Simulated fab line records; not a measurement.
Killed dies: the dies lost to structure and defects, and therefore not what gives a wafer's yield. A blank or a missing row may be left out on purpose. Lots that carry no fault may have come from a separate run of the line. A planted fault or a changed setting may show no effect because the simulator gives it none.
Chamber matching | flow n5_finfet | 4 sister chambers for N5_HKMG_FIN_ETCH_31 on rie_diel-02
The step etches SiARC in CF4, target depth 45.5 nm, time 75.8 s. 4 wafers are shown with their chamber, then 7 later ones without.

== WAFERS PAIRED WITH THEIR CHAMBERS ==
wafer  | chamber | showerhead_plenum_p_Torr (Torr)
L085.2 | 0       | 2.14
L085.3 | 1       | 2.26
L090.1 | 3       | 2.15
L090.2 | 2       | 2.26

== WAFERS WHOSE CHAMBER IS MISSING ==
wafer  | showerhead_plenum_p_Torr (Torr)
L090.3 | 2.26
L094.2 | 2.13
L094.3 | 2.26
L094.5 | 2.25
L096.1 | 2.13
L096.4 | 2.26
L096.6 | 2.13

== WHICH CHAMBER EACH WENT THROUGH ==
wafer  | from the rows above     | in truth
L090.3 | can't be placed: 1 or 2 | 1
L094.2 | can't be placed: 0 or 3 | 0
L094.3 | can't be placed: 1 or 2 | 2
L094.5 | can't be placed: 1 or 2 | 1
L096.1 | can't be placed: 0 or 3 | 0
L096.4 | can't be placed: 1 or 2 | 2
L096.6 | can't be placed: 0 or 3 | 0
0 of 7 placed correctly. From these rows, 7 cannot be placed; in 7 the true chamber is one of the candidates. Placed wrongly: 0.
How it was worked out, from the rows above alone: a wafer's distance from a chamber is the root of the sum, over the readings, of the square of ((its reading less the chamber's mean) divided by the reading's scatter). If the next closest chamber is less than 2 further off than the closest, the wafer can't be placed; otherwise it belongs to the closest. The mean given for a chamber averages the wafers shown for that chamber. The scatter: with one shown wafer a chamber, the root of the mean of the squares of how far each hidden wafer lies from its nearest shown one.
